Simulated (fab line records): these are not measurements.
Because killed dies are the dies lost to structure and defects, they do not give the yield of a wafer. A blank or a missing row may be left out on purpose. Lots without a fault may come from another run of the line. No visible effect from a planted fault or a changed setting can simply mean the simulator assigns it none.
Matching of chambers	flow nand_harc	4 sister chambers for NHARC_A_CONTACT_DESCUM_74 on rie_diel-01
The step chemistry O2, time 3 s. 14 wafers are shown with their chamber, then 7 later ones without.

== EACH WAFER AND ITS CHAMBER ==
wafer	chamber	showerhead_plenum_p_Torr (Torr)	drypump_motor_current_A (A)	oes_product_au (a.u.)
L078.3	3	1.99	6.2	1.000
L078.4	2	1.90	6.6	0.997
L078.5	0	1.76	6.4	0.986
L083.2	3	1.99	6.3	1.004
L083.3	0	1.76	6.3	1.005
L083.4	2	1.89	6.6	1.006
L085.1	3	1.99	6.3	1.003
L085.5	1	1.92	5.6	1.012
L085.6	2	1.89	6.6	1.003
L091.1	0	1.76	6.4	1.000
L091.5	0	1.76	6.4	0.999
L091.6	3	1.98	6.3	1.006
L089.2	2	1.89	6.6	1.011
L089.3	1	1.92	5.7	1.013

SIGNATURES (averages over the wafers above)
reading	chamber 0	chamber 1	chamber 2	chamber 3	scatter within a chamber
showerhead_plenum_p_Torr	1.7600	1.9200	1.8925	1.9875	0.00387
drypump_motor_current_A	6.375	5.650	6.600	6.275	0.0447
oes_product_au	0.99750	1.01250	1.00425	1.00325	0.00565
Rule: for a wafer and a chamber, the distance is found by dividing, reading by reading, the gap between the wafer's reading and the chamber's mean by the reading's scatter, squaring, summing and taking the root. If the next closest chamber is less than 2 further off than the closest, the wafer can't be placed; otherwise it belongs to the closest. The scatter is the square root of a quotient: the sum, over the shown wafers, of each reading's squared deviation from its chamber's mean, divided by wafers minus chambers.

== WAFERS WHOSE CHAMBER IS MISSING ==
wafer	showerhead_plenum_p_Torr (Torr)	drypump_motor_current_A (A)	oes_product_au (a.u.)
L089.5	1.98	6.3	1.007
L088.2	1.98	6.3	0.996
L088.4	1.76	6.4	0.992
L088.5	1.92	5.7	1.005
L092.1	2.08	6.3	0.997
L092.4	1.92	5.7	1.012
L092.6	1.89	6.7	1.001

== WHICH CHAMBER EACH WENT THROUGH ==
wafer	from the rows above	in truth
L089.5	3	3
L088.2	3	3
L088.4	0	0
L088.5	1	1
L092.1	3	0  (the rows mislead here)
L092.4	1	1
L092.6	2	2
Correctly placed: 6 of 7. Can't be placed from these rows: 0. Wrongly placed: 1.
